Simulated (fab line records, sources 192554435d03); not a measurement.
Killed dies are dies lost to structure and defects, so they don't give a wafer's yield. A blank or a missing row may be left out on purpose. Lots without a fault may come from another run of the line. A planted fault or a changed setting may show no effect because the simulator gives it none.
Split-lot experiment | flow n5_finfet | 7 lots, 21 wafers read, on a route of 1938 steps

THE SPLIT
At N5_BEOL_M9_COAT_05 (resist thk 90 nm), the setting spin_rpm was moved away from the recipe's 1500 rpm on 10 of the 21 wafers read, by -7.1% to +8.7%. The other wafers ran this setting at the recipe's value.

FROM THE SPLIT TO THE READING: what the file shows between them, 4 steps
- N5_BEOL_M9_EBR_07
- N5_BEOL_M9_SOFTBAKE_06: time 60 s
- N5_BEOL_M9_EXPOSE_08: exposes mask M9
- N5_BEOL_M9_PEB_09: peb time 60 s

THE READING
CAR-ArF_of_BEOL_M9_COAT_05.thk_nm (the simulator's own value, which no gauge read), in nm, at N5_BEOL_M9_DEVELOP_10 (develop time 30 s). The file gives no usual value for it. The 11 wafers here that ran the recipe average 88.4 nm, standard deviation 0.23 nm.

wafer  | tool, chamber at the split | spin_rpm as run, rpm | against the recipe | CAR-ArF_of_BEOL_M9_COAT_05.thk_nm, nm | against lot-mates on the recipe
L074.1 | litho_track-01, 0          | 1630                 | +8.7%              | 84.6                                  | no lot-mate on the recipe
L074.5 | litho_track-01, 0          | 1630                 | +8.7%              | 84.6                                  | no lot-mate on the recipe
L074.3 | litho_track-01, 0          | 1630                 | +8.7%              | 84.8                                  | no lot-mate on the recipe
L083.2 | litho_track-03, 0          | 1418                 | -5.5%              | 90.8                                  | +2.5
L083.4 | litho_track-03, 0          | 1500                 | recipe             | 88.4                                  | -
L083.5 | litho_track-03, 0          | 1500                 | recipe             | 88.2                                  | -
L086.4 | litho_track-03, 0          | 1500                 | recipe             | 88.8                                  | -
L086.5 | litho_track-03, 0          | 1394                 | -7.1%              | 91.8                                  | +3.0
L086.6 | litho_track-03, 0          | 1394                 | -7.1%              | 91.8                                  | +3.0
L087.2 | litho_track-01, 0          | 1500                 | recipe             | 88.2                                  | -
L087.3 | litho_track-01, 0          | 1630                 | +8.7%              | 84.8                                  | -3.4
L087.5 | litho_track-01, 0          | 1630                 | +8.7%              | 84.6                                  | -3.6
L091.1 | litho_track-05, 0          | 1425                 | -5.0%              | 90.8                                  | +2.2
L091.3 | litho_track-05, 0          | 1500                 | recipe             | 88.6                                  | -
L091.4 | litho_track-05, 0          | 1500                 | recipe             | 88.6                                  | -
L093.2 | litho_track-03, 0          | 1437                 | -4.2%              | 90.4                                  | +1.8
L093.5 | litho_track-03, 0          | 1500                 | recipe             | 88.8                                  | -
L093.6 | litho_track-03, 0          | 1500                 | recipe             | 88.4                                  | -
L097.1 | litho_track-01, 0          | 1500                 | recipe             | 88.2                                  | -
L097.2 | litho_track-01, 0          | 1500                 | recipe             | 88.2                                  | -
L097.6 | litho_track-01, 0          | 1500                 | recipe             | 88.2                                  | -

THE FIT
A straight line over all 21 wafers: CAR-ArF_of_BEOL_M9_COAT_05.thk_nm changes by -0.445 nm for each +1% of spin_rpm; r = -1.00; the points scatter about the line by 0.2 nm.
The same after taking each lot's own level away (the mean of its wafers on the recipe; 18 wafers): -0.418 nm for each +1%; r = -1.00; scatter 0.11 nm.
On that fit, the largest move of spin_rpm shifts the reading by 3.6 nm.
The lots' own levels span 88.20 to 88.80 nm, that is 2.6 times the standard deviation above.
So the lot-to-lot level changes the slope little: the two slopes agree.
Check: with one of the wafers moved furthest among these (+8.7%) left out of the fit, the line predicts -3.67 nm for it against its lot-mates. It came out at -3.4 nm against them.

OTHER SPLITS ON THESE WAFERS
These wafers also went through other splits before the reading. Each is held against what the fit with the lots' levels taken away leaves over:
other split on the same wafers   | wafers away from the commonest value | r with CAR-ArF_of_BEOL_M9_COAT_05.thk_nm (lot level and that fit taken away)
N5_BEOL_M7_DESCUM_33 time_s      | 3                                    | -0.08
N5_BEOL_M8_TRENCH_ETCH_37 time_s | 8                                    | -0.30
N5_BEOL_M8_ALD_77 purge_time_s   | 9                                    | -0.10

THE WHOLE CHAIN: every reading that the file lists as answering this split, in the file's order
step                  | what it does      | reading                                                                            | change (the file's fit)               | r (the file's)
N5_BEOL_M9_COAT_05    | resist thk 90 nm  | CAR-ArF_of_BEOL_M9_COAT_05.thk_nm (the simulator's own value, which no gauge read) | -0.434 nm for each +1% of the setting | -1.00
N5_BEOL_M9_DEVELOP_10 | develop time 30 s | CAR-ArF_of_BEOL_M9_COAT_05.thk_nm (the simulator's own value, which no gauge read) | -0.424 nm for each +1% of the setting | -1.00

THE FILE'S OWN FIT
CAR-ArF_of_BEOL_M9_COAT_05.thk_nm changes by -0.424 nm for each +1% of spin_rpm, r = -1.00.
